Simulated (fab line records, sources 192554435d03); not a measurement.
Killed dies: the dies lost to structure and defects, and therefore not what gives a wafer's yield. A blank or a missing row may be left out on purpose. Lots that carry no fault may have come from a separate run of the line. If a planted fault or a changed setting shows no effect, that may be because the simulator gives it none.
fab line records ; flow n5_finfet
record lots=7; wafers=39
route steps=1938 shown FIN_SAQP@125 DUMMY_GATE@246 SDB@361 MOL_CONTACT_COAG@613 BEOL_M2@903
start_h: start of the lot's first displayed wafer, in hours after the record's first day ; wait_h: hours from the lot's prior step to this one ; " identical to the entry in the row above ; L1.1+2: one row covering several wafers at once ; - value missing, or start not given ; * or withheld: withheld ; < > ~ a bound
route shown NAME@n: names a module that has steps shown in the file, with the first one's number in the route ; usual: average and standard deviation across the fault-free wafers ; same: alike in all rows ; chamber/n: place in a boat ; sites: each site's reading ; _std_site: standard deviation across them ; _edge_site: inner sites' mean taken away from outer sites' mean ; radius_mm: how far each site lies from the wafer's centre ; mask NAME#n: copy n ; behind: tool/chamber where the wafer was last shaped ; hold: reason for holding the lot/hours on hold/outcome of the hold ; device: names the non-switching transistor (n, p or np) ; end of line: tests run on the same wafers once the route is complete ; step lacking rows: just its recipe ; killed: at the first sort, the dies lost to defects and structure; wafer yield is something else ; map: dies across one wafer; x = killed, . = not, _ = none there
set.NAME: the setting as run; set.NAME@STEP: as run at that earlier step ; model.NAME: the simulator's own value behind a step, which no gauge read
lots where settings were altered on purpose, with a table for each step and a row for each wafer
## steps
# step N5_FIN_SAQP_SPACER1_ALD_24
# recipe material=SiO2; target_thk_a=203; temp_c=300; ald_precursor_family=BDEAS; ald_co_reactant=O2-plasma; pulse_time_s=1; purge_time_s=2; co_reactant_purge_time_s=2; ald_cycles=218; pressure_torr=2
lot.wafer;tool;chamber;start_h;wait_h;set.ald_cycles;model.SiO2_of_FIN_SAQP_SPACER1_ALD_24.thk_nm
L080.1;ald_sin-03;1;59.68;0.3;169;15.6
L080.2+4;ald_sin-03;0,2;59.68;0.3;218;20.4
L080.3+6;ald_sin-03;3,0;59.68;0.3;169;15.8
L080.5;ald_sin-03;1;59.68;0.3;218;20.2
L083.1+2;ald_sin-03;0,3;79.17;0.3;118;11
L083.3+6;ald_sin-03;1;79.17;0.3;218;20.2
L083.4;ald_sin-03;2;79.17;0.3;118;10.8
L083.5;ald_sin-03;0;79.17;0.3;218;20.4
L090.1+2+4;ald_sin-01;3,2,1;119.47;0.3;218;20.4
L090.3+5;ald_sin-01;0;119.47;0.3;326;30.4
L090.6;ald_sin-01;3;119.47;0.3;326;30.6
L092.1+2+3+4+5;ald_sin-01;2,0,1,3,1;132.00;0.7;218;20.4
L092.6;ald_sin-01;0;132.00;0.7;218;20.2
L094.1+2+4;ald_sin-03;1,2,3;143.46;1.2;218;20.2
L094.3+6;ald_sin-03;0,3;143.46;1.2;150;14
L094.5;ald_sin-03;2;143.46;1.2;150;13.8
L095.1+2+4;ald_sin-03;0,2,1;149.74;0.3;218;20.2
L095.3+5;ald_sin-03;3,2;149.74;0.3;326;30.2
L095.6;ald_sin-03;3;149.74;0.3;326;30.4
L096.1+2+3;ald_sin-03;0,3,2;157.52;0.3;218;20.2
# step N5_FIN_SAQP_SPACER1_ETCHBACK_25
# recipe chemistry=CHF3/O2; mode=anisotropic_etchback; target=SiO2; target_depth_a=244; time_s=12.2; pressure_mtorr=30; source_w=650; bias_w=170; Ar_flow_sccm=200; CHF3_flow_sccm=50; O2_flow_sccm=5; ion_energy_ev=200
# step N5_FIN_SAQP_MANDREL1_REMOVE_56
# recipe chemistry=HBr/Cl2/O2; bt_time_s=10; target=a-Si; stop_on=SiNx; endpoint=OES-SiCl; over_etch_frac=1; icp_w=600; bias_w=22; HBr_flow_sccm=150; Cl2_flow_sccm=80; O2_flow_sccm=5; pressure_mtorr=10
lot.wafer;tool;chamber;start_h;wait_h;set.ald_cycles@FIN_SAQP_SPACER1_ALD_24;model.FIN_SAQP.cd_nm
L080.1+6;rie_si-03;0,1;60.48;0.1;169;15.8
L080.2+5;rie_si-03;2,0;60.48;0.1;218;20.4
L080.3;rie_si-03;3;60.48;0.1;169;15.6
L080.4;rie_si-03;1;60.48;0.1;218;20.2
L083.1;rie_si-02;3;79.98;0.1;118;10.8
L083.2+4;rie_si-02;1,2;79.98;0.1;118;11
L083.3+5;rie_si-02;0,1;79.98;0.1;218;20.4
L083.6;rie_si-02;0;79.98;0.1;218;20.2
L090.1+2+4;rie_si-02;0,1,2;120.39;0.1;218;20.4
L090.3;rie_si-02;3;120.39;0.1;326;30.2
L090.5;rie_si-02;1;120.39;0.1;326;30.4
L090.6;rie_si-02;0;120.39;0.1;326;30.6
L092.1+2+3+5+6;rie_si-02;2,1,0,2,1;132.85;0.1;218;20.4
L092.4;rie_si-02;3;132.85;0.1;218;20.2
L094.1+2;rie_si-02;2,1;144.26;0.1;218;20.2
L094.3;rie_si-02;0;144.26;0.1;150;14
L094.4;rie_si-02;3;144.26;0.1;218;20
L094.5+6;rie_si-02;1,2;144.26;0.1;150;13.8
L095.1+2;rie_si-03;1,2;150.61;0.1;218;20.2
L095.3+5+6;rie_si-03;0,3,0;150.61;0.1;326;30.2
L095.4;rie_si-03;3;150.61;0.1;218;20
L096.1+3;rie_si-05;1,0;158.33;0.1;218;20.2
L096.2;rie_si-05;2;158.33;0.1;218;20.4
# step N5_FIN_SAQP_CD_MEAS_27
# recipe target_cd_nm=20; landing_energy_ev=1000; detector=se_inlens; polarity=line
# usual cd_nm=20.29/0.22
lot.wafer;tool;chamber;start_h;wait_h;set.ald_cycles@FIN_SAQP_SPACER1_ALD_24;cd_nm
L080.1;cd_sem-01;0;60.59;0.1;169;16.31
L080.2;cd_sem-01;0;60.59;0.1;218;20.18
L080.3;cd_sem-01;0;60.59;0.1;169;15.76
L080.4;cd_sem-01;0;60.59;0.1;218;20.29
L080.5;cd_sem-01;0;60.59;0.1;218;20.56
L080.6;cd_sem-01;0;60.59;0.1;169;16.17
L083.1;cd_sem-03;0;80.09;0.1;118;10.92
L083.2;cd_sem-03;0;80.09;0.1;118;11.14
L083.3;cd_sem-03;0;80.09;0.1;218;20.54
L083.4;cd_sem-03;0;80.09;0.1;118;10.84
L083.5;cd_sem-03;0;80.09;0.1;218;20.92
L083.6;cd_sem-03;0;80.09;0.1;218;20.18
L090.1;cd_sem-01;0;120.50;0.1;218;20.30
L090.2;cd_sem-01;0;120.50;0.1;218;20.21
L090.3;cd_sem-01;0;120.50;0.1;326;30.13
L090.4;cd_sem-01;0;120.50;0.1;218;20.50
L090.5;cd_sem-01;0;120.50;0.1;326;30.04
L090.6;cd_sem-01;0;120.50;0.1;326;30.49
L092.1;cd_sem-03;0;132.96;0.1;218;20.44
L092.2;cd_sem-03;0;132.96;0.1;218;20.50
L092.3;cd_sem-03;0;132.96;0.1;218;20.49
L092.4;cd_sem-03;0;132.96;0.1;218;20.09
L092.5;cd_sem-03;0;132.96;0.1;218;20.37
L092.6;cd_sem-03;0;132.96;0.1;218;20.11
L094.1;cd_sem-01;0;144.37;0.1;218;20.22
L094.2;cd_sem-01;0;144.37;0.1;218;20.00
L094.3;cd_sem-01;0;144.37;0.1;150;14.08
L094.4;cd_sem-01;0;144.37;0.1;218;19.89
L094.5;cd_sem-01;0;144.37;0.1;150;13.73
L094.6;cd_sem-01;0;144.37;0.1;150;13.73
L095.1;cd_sem-02;0;150.72;0.1;218;20.07
L095.2;cd_sem-02;0;150.72;0.1;218;20.66
L095.3;cd_sem-02;0;150.72;0.1;326;30.22
L095.4;cd_sem-02;0;150.72;0.1;218;20.15
L095.5;cd_sem-02;0;150.72;0.1;326;30.19
L095.6;cd_sem-02;0;150.72;0.1;326;30.63
L096.1;cd_sem-03;0;158.44;0.1;218;20.34
L096.2;cd_sem-03;0;158.44;0.1;218;20.39
L096.3;cd_sem-03;0;158.44;0.1;218;20.08
# step N5_DUMMY_GATE_ETCH_32
# recipe chemistry=CF4; target=SiO2; target_depth_a=35; time_s=3.9; ion_energy_ev=350; pressure_mtorr=10; icp_w=800; bias_w=400; cf4_flow_sccm=80
lot.wafer;tool;chamber;start_h;wait_h;set.time_s;model.etch.depth_nm
L080.1;rie_si-01;2;84.25;0.1;1.666;1.517
L080.2;rie_si-01;0;84.25;0.1;1.666;1.487
L080.3;rie_si-01;1;84.25;0.1;3.9;3.555
L080.4;rie_si-01;3;84.25;0.1;3.9;3.505
L080.5;rie_si-01;2;84.25;0.1;1.666;1.53
L080.6;rie_si-01;1;84.25;0.1;3.9;3.598
L083.1;rie_si-04;1;102.96;0.1;3.9;3.709
L083.2;rie_si-04;2;102.96;0.1;3.9;3.606
L083.3;rie_si-04;3;102.96;0.1;3.9;3.664
L083.4;rie_si-04;0;102.96;0.1;3.9;3.412
L083.5;rie_si-04;2;102.96;0.1;3.9;3.6
L083.6;rie_si-04;1;102.96;0.1;3.9;3.657
L090.1;rie_si-04;0;142.78;0.1;3.9;3.371
L090.2;rie_si-04;2;142.78;0.1;3.9;3.593
L090.3;rie_si-04;1;142.78;0.1;3.9;3.709
L090.4;rie_si-04;2;142.78;0.1;3.9;3.57
L090.5;rie_si-04;1;142.78;0.1;3.9;3.706
L090.6;rie_si-04;0;142.78;0.1;3.9;3.4
L092.1;rie_si-06;1;155.24;0.1;2.306;2.082
L092.2;rie_si-06;0;155.24;0.1;3.9;3.525
L092.3;rie_si-06;0;155.24;0.1;2.306;2.075
L092.4;rie_si-06;1;155.24;0.1;3.9;3.532
L092.5;rie_si-06;0;155.24;0.1;2.306;2.08
L092.6;rie_si-06;1;155.24;0.1;3.9;3.547
L094.1;rie_si-04;0;166.72;0.1;3.9;3.368
L094.2;rie_si-04;3;166.72;0.1;3.9;3.632
L094.3;rie_si-04;1;166.72;0.1;3.9;3.676
L094.4;rie_si-04;1;166.72;0.1;3.9;3.653
L094.5;rie_si-04;3;166.72;0.1;3.9;3.616
L094.6;rie_si-04;0;166.72;0.1;3.9;3.349
L095.1;rie_si-04;3;172.70;0.1;3.9;3.632
L095.2;rie_si-04;1;172.70;0.1;3.9;3.691
L095.3;rie_si-04;0;172.70;0.1;3.9;3.391
L095.4;rie_si-04;2;172.70;0.1;3.9;3.599
L095.5;rie_si-04;0;172.70;0.1;3.9;3.375
L095.6;rie_si-04;1;172.70;0.1;3.9;3.697
L096.1;rie_si-04;3;180.64;0.1;3.9;3.593
L096.2;rie_si-04;0;180.64;0.1;3.9;3.386
L096.3;rie_si-04;2;180.64;0.1;3.9;3.581
# step N5_SDB_ETCH_18
# recipe chemistry=N2/H2; target=SOC; target_depth_a=1000; overetch_a=200; mask_material=SiARC; temp_c=40; time_s=150; ion_energy_ev=200; pressure_mtorr=30; source_w=840; bias_w=150; n2_flow_sccm=200; h2_flow_sccm=200
lot.wafer;tool;chamber;start_h;wait_h;set.time_s;model.etch.depth_nm;model.SiARC_of_SDB_COAT_04.thk_nm
L080.1;rie_diel-02;0;102.06;0.0;181.1;99.57;11.4
L080.2;rie_diel-02;2;102.06;0.0;150;99.43;13
L080.3;rie_diel-02;1;102.06;0.0;181.1;99.36;11.4
L080.4;rie_diel-02;3;102.06;0.0;150;99.74;12.6
L080.5;rie_diel-02;1;102.06;0.0;181.1;99.83;11.4
L080.6;rie_diel-02;0;102.06;0.0;150;99.39;12.6
L083.1;rie_diel-02;0;120.96;0.0;150;100.1;12.6
L083.2;rie_diel-02;2;120.96;0.0;150;99.58;13
L083.3;rie_diel-02;1;120.96;0.0;150;99.94;12.6
L083.4;rie_diel-02;3;120.96;0.0;213.6;100;10.6
L083.5;rie_diel-02;1;120.96;0.0;213.6;100;10.4
L083.6;rie_diel-02;0;120.96;0.0;213.6;100.1;10.4
L090.1;rie_diel-02;1;161.36;0.0;86.4;70.82;14.8
L090.2;rie_diel-02;3;161.36;0.0;150;100.3;12.6
L090.3;rie_diel-02;2;161.36;0.0;150;100.4;13
L090.4;rie_diel-02;0;161.36;0.0;86.4;70.17;14.8
L090.5;rie_diel-02;1;161.36;0.0;86.4;70.98;14.8
L090.6;rie_diel-02;2;161.36;0.0;150;100.5;12.8
L092.1;rie_diel-02;1;175.05;0.0;183.1;100.2;11.4
L092.2;rie_diel-02;0;175.05;0.0;150;100.3;12.8
L092.3;rie_diel-02;2;175.05;0.0;183.1;100.5;11.8
L092.4;rie_diel-02;3;175.05;0.0;183.1;100.6;11.6
L092.5;rie_diel-02;1;175.05;0.0;150;100.5;12.8
L092.6;rie_diel-02;2;175.05;0.0;150;100.5;13
L094.1;rie_diel-05;1;186.79;0.0;119.6;96.74;13.6
L094.2;rie_diel-05;0;186.79;0.0;150;100.3;13
L094.3;rie_diel-05;3;186.79;0.0;119.6;93.86;13.8
L094.4;rie_diel-05;3;186.79;0.0;150;99.93;12.6
L094.5;rie_diel-05;0;186.79;0.0;119.6;93.34;13.8
L094.6;rie_diel-05;1;186.79;0.0;150;99.96;12.6
L095.1;rie_diel-05;2;194.06;0.0;150;100.2;12.8
L095.2;rie_diel-05;3;194.06;0.0;228.1;100.3;10
L095.3;rie_diel-05;1;194.06;0.0;228.1;100.1;9.8
L095.4;rie_diel-05;3;194.06;0.0;150;100.1;12.8
L095.5;rie_diel-05;1;194.06;0.0;228.1;100.3;9.6
L095.6;rie_diel-05;2;194.06;0.0;150;99.97;13
L096.1;rie_diel-02;1;200.85;0.0;150;99.85;12.6
L096.2;rie_diel-02;2;200.85;0.0;150;100.2;13
L096.3;rie_diel-02;0;200.85;0.0;150;99.98;12.8
# step N5_MOL_CONTACT_COAG_ETCHBACK_136
# recipe chemistry=CHF3; target=SiO2; target_depth_a=250; time_s=16.7; ion_energy_ev=200; pressure_mtorr=30; source_w=610; bias_w=170; Ar_flow_sccm=200; CHF3_flow_sccm=50
lot.wafer;tool;chamber;start_h;wait_h;set.target_depth_a;model.SOC_of_MOL_CONTACT_COAG_COAT_62.thk_nm
L080.1+4+5;rie_diel-02;3,2,2;137.00;0.0;250;57.2
L080.2+3+6;rie_diel-02;1,0,1;137.00;0.0;250;57.4
L083.1;rie_diel-02;2;154.16;0.0;199.3;57.6
L083.2+5;rie_diel-02;3,2;154.16;0.0;250;57
L083.3;rie_diel-02;1;154.16;0.0;250;57.2
L083.4+6;rie_diel-02;0,3;154.16;0.0;199.3;57.8
L090.1;rie_diel-01;1;210.85;0.0;336.9;56.6
L090.2;rie_diel-01;3;210.85;0.0;336.9;56
L090.3;rie_diel-01;0;210.85;0.0;336.9;56.4
L090.4+5+6;rie_diel-01;2,3,2;210.85;0.0;250;57.2
L092.1+5;rie_diel-02;1;211.00;0.0;250;57.2
L092.2;rie_diel-02;2;211.00;0.0;385.1;56
L092.3+6;rie_diel-02;0,2;211.00;0.0;385.1;55.8
L092.4;rie_diel-02;3;211.00;0.0;250;57.4
L094.1+5;rie_diel-02;2,3;219.30;0.0;250;57.2
L094.2;rie_diel-02;3;219.30;0.0;250;57.4
L094.3+4+6;rie_diel-02;1,0,0;219.30;0.0;250;57
L095.1+2+3+4+6;rie_diel-01;3,0,1,2,3;227.95;0.0;250;57.2
L095.5;rie_diel-01;2;227.95;0.0;250;57.4
L096.1+2;rie_diel-02;0,1;234.73;0.0;250;57.2
L096.3;rie_diel-02;2;234.73;0.0;250;57.4
# step N5_MOL_CONTACT_COAG_STRIP_120
# recipe chemistry=CHF3; resist=SiARC; rf_frequency_hz=6e+07
# step N5_MOL_CONTACT_COAG_VIA_ETCH_117
# recipe chemistry=C4F6/O2; target_depth_a=400; overetch_a=80; mask_material=SOC; target=SiO2; bias_w=455; pressure_mtorr=10; time_s=26; source_w=325; Ar_flow_sccm=300; C4F6_flow_sccm=10; O2_flow_sccm=10; ion_energy_ev=575.3; ends=end_point
lot.wafer;tool;chamber;start_h;wait_h;set.target_depth_a@MOL_CONTACT_COAG_ETCHBACK_136;model.etch.depth_nm;model.MOL_CONTACT_COAG.feature_depth_nm
L080.1;rie_diel-02;3;137.04;0.0;250;39.65;39.6
L080.2;rie_diel-02;1;137.04;0.0;250;39.53;39.6
L080.3;rie_diel-02;0;137.04;0.0;250;39.7;39.8
L080.4;rie_diel-02;2;137.04;0.0;250;39.7;39.6
L080.5;rie_diel-02;2;137.04;0.0;250;39.63;39.6
L080.6;rie_diel-02;1;137.04;0.0;250;39.8;39.8
L083.1;rie_diel-02;2;154.20;0.0;199.3;44.56;44.6
L083.2;rie_diel-02;3;154.20;0.0;250;39.84;39.8
L083.3;rie_diel-02;1;154.20;0.0;250;39.63;39.6
L083.4;rie_diel-02;0;154.20;0.0;199.3;44.72;44.8
L083.5;rie_diel-02;2;154.20;0.0;250;39.65;39.6
L083.6;rie_diel-02;3;154.20;0.0;199.3;45.13;45.2
L090.1;rie_diel-01;1;210.88;0.0;336.9;32.72;32.8
L090.2;rie_diel-01;3;210.88;0.0;336.9;29.96;30
L090.3;rie_diel-01;0;210.88;0.0;336.9;30.74;30.8
L090.4;rie_diel-01;2;210.88;0.0;250;40.18;40.2
L090.5;rie_diel-01;3;210.88;0.0;250;39.12;39.2
L090.6;rie_diel-01;2;210.88;0.0;250;40.3;40.2
L092.1;rie_diel-02;1;211.03;0.0;250;40.17;40.2
L092.2;rie_diel-02;2;211.03;0.0;385.1;26.68;26.6
L092.3;rie_diel-02;0;211.03;0.0;385.1;27.32;27.4
L092.4+5;rie_diel-02;3,1;211.03;0.0;250;40.23;40.2
L092.6;rie_diel-02;2;211.03;0.0;385.1;27;27
L094.1;rie_diel-02;2;219.33;0.0;250;39.84;39.8
L094.2;rie_diel-02;3;219.33;0.0;250;39.73;39.8
L094.3;rie_diel-02;1;219.33;0.0;250;39.67;39.6
L094.4;rie_diel-02;0;219.33;0.0;250;39.87;39.8
L094.5;rie_diel-02;3;219.33;0.0;250;39.76;39.8
L094.6;rie_diel-02;0;219.33;0.0;250;39.68;39.6
L095.1;rie_diel-01;3;227.98;0.0;250;39.47;39.4
L095.2;rie_diel-01;0;227.98;0.0;250;39.96;40
L095.3;rie_diel-01;1;227.98;0.0;250;40.89;40.8
L095.4;rie_diel-01;2;227.98;0.0;250;40.07;40
L095.5;rie_diel-01;2;227.98;0.0;250;40.23;40.2
L095.6;rie_diel-01;3;227.98;0.0;250;39.3;39.2
L096.1;rie_diel-02;0;234.76;0.0;250;39.93;40
L096.2;rie_diel-02;1;234.76;0.0;250;40.13;40.2
L096.3;rie_diel-02;2;234.76;0.0;250;39.81;39.8
# step N5_MOL_CONTACT_COAG_ETCH_124
# recipe chemistry=CH3F/O2; target=SiNx; target_depth_a=65; mask_material=SOC; stop_on=SiOC; over_etch_frac=0.3; ion_energy_ev=120; pressure_mtorr=30; source_w=395; bias_w=73; Ar_flow_sccm=150; CH3F_flow_sccm=30; O2_flow_sccm=20; ends=end_point
lot.wafer;tool;chamber;start_h;wait_h;set.target_depth_a@MOL_CONTACT_COAG_ETCHBACK_136;model.SOC_of_MOL_CONTACT_COAG_COAT_62.thk_nm
L080.1+4;rie_diel-02;3,2;137.07;0.0;250;48.2
L080.2+6;rie_diel-02;1;137.07;0.0;250;48.4
L080.3;rie_diel-02;0;137.07;0.0;250;48.6
L080.5;rie_diel-02;2;137.07;0.0;250;48
L083.1;rie_diel-02;2;154.23;0.0;199.3;48.6
L083.2;rie_diel-02;3;154.23;0.0;250;48.2
L083.3;rie_diel-02;1;154.23;0.0;250;48.4
L083.4;rie_diel-02;0;154.23;0.0;199.3;49
L083.5;rie_diel-02;2;154.23;0.0;250;47.8
L083.6;rie_diel-02;3;154.23;0.0;199.3;48.8
L090.1;rie_diel-01;1;210.91;0.0;336.9;48
L090.2;rie_diel-01;3;210.91;0.0;336.9;47
L090.3;rie_diel-01;0;210.91;0.0;336.9;47.4
L090.4+6;rie_diel-01;2;210.91;0.0;250;48.4
L090.5;rie_diel-01;3;210.91;0.0;250;48
L092.1+4+5;rie_diel-02;1,3,1;211.06;0.0;250;48.4
L092.2+3;rie_diel-02;2,0;211.06;0.0;385.1;47
L092.6;rie_diel-02;2;211.06;0.0;385.1;46.8
L094.1+3+4+5+6;rie_diel-02;2,1,0,3,0;219.36;0.0;250;48.2
L094.2;rie_diel-02;3;219.36;0.0;250;48.4
L095.1+6;rie_diel-01;3;228.01;0.0;250;48.2
L095.2+4;rie_diel-01;0,2;228.01;0.0;250;48.4
L095.3+5;rie_diel-01;1,2;228.01;0.0;250;48.6
L096.1+2+3;rie_diel-02;0,1,2;234.79;0.0;250;48.4
# step N5_BEOL_M2_CVD_47
# recipe material=Co; target_thk_a=30; temp_c=withheld; precursor=CCTBA/H2; pressure_torr=30; time_s=223.8
lot.wafer;tool;chamber;start_h;wait_h;set.target_thk_a;model.Co_of_BEOL_M2_CVD_47.thk_nm
L080.1+2+6;cvd_co-01;0,1,0;176.07;0.0;30;3
L080.3;cvd_co-01;2;176.07;0.0;15.26;1.8
L080.4+5;cvd_co-01;1,2;176.07;0.0;15.26;1.6
L083.1+5;cvd_co-01;0;205.34;0.4;30;2.8
L083.2+3+6;cvd_co-01;2,1,2;205.34;0.4;43.2;4.2
L083.4;cvd_co-01;1;205.34;0.4;30;3
L090.1+2+3+4+5+6;cvd_co-01;0,1,2,1,0,2;245.59;0.1;30;2.8
L092.1+2;cvd_co-02;2,0;256.84;0.2;30;3.2
L092.3+4;cvd_co-02;1,0;256.84;0.2;20.57;2.2
L092.5;cvd_co-02;2;256.84;0.2;20.57;2
L092.6;cvd_co-02;1;256.84;0.2;30;3
L094.1;cvd_co-01;0;268.29;0.1;30;2.6
L094.2+3+6;cvd_co-01;1,2,0;268.29;0.1;41.36;4
L094.4+5;cvd_co-01;1,2;268.29;0.1;30;2.8
L095.1+2;cvd_co-02;1,2;268.70;0.3;30;3.2
L095.3+4+5;cvd_co-02;0,1,2;268.70;0.3;30;3
L095.6;cvd_co-02;0;268.70;0.3;30;2.8
L096.1+3;cvd_co-01;2,1;271.72;0.2;30;3
L096.2;cvd_co-01;0;271.72;0.2;30;2.8
## key
split step=N5_FIN_SAQP_SPACER1_ALD_24; setting=ald_cycles; stated=218; by=wafer
response step=N5_FIN_SAQP_SPACER1_ALD_24; reading=model.SiO2_of_FIN_SAQP_SPACER1_ALD_24.thk_nm; change=+0.203; per=1%; r=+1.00
response step=N5_FIN_SAQP_MANDREL1_REMOVE_56; reading=model.FIN_SAQP.cd_nm; change=+0.203; per=1%; r=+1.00
response step=N5_FIN_SAQP_CD_MEAS_27; reading=cd_nm; change=+0.202; per=1%; r=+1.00
split step=N5_DUMMY_GATE_ETCH_32; setting=time_s; stated=3.9; by=wafer
response step=N5_DUMMY_GATE_ETCH_32; reading=model.etch.depth_nm; change=+0.0356; per=1%; r=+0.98
split step=N5_SDB_ETCH_18; setting=time_s; stated=150; by=wafer
response step=N5_SDB_ETCH_18; reading=model.etch.depth_nm; shape=bent; at_lowest=70.66; at_stated=100.1; at_highest=100.2
response step=N5_SDB_ETCH_18; reading=model.SiARC_of_SDB_COAT_04.thk_nm; change=-0.0546; per=1%; r=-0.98
split step=N5_MOL_CONTACT_COAG_ETCHBACK_136; setting=target_depth_a; stated=250; by=wafer
response step=N5_MOL_CONTACT_COAG_ETCHBACK_136; reading=model.SOC_of_MOL_CONTACT_COAG_COAT_62.thk_nm; change=-0.0263; per=1%; r=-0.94
response step=N5_MOL_CONTACT_COAG_VIA_ETCH_117; reading=model.etch.depth_nm; change=-0.247; per=1%; r=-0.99
response step=N5_MOL_CONTACT_COAG_VIA_ETCH_117; reading=model.MOL_CONTACT_COAG.feature_depth_nm; change=-0.247; per=1%; r=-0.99
response step=N5_MOL_CONTACT_COAG_ETCH_124; reading=model.SOC_of_MOL_CONTACT_COAG_COAT_62.thk_nm; change=-0.0266; per=1%; r=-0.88
split step=N5_BEOL_M2_CVD_47; setting=target_thk_a; stated=30; by=wafer
response step=N5_BEOL_M2_CVD_47; reading=model.Co_of_BEOL_M2_CVD_47.thk_nm; change=+0.0301; per=1%; r=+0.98
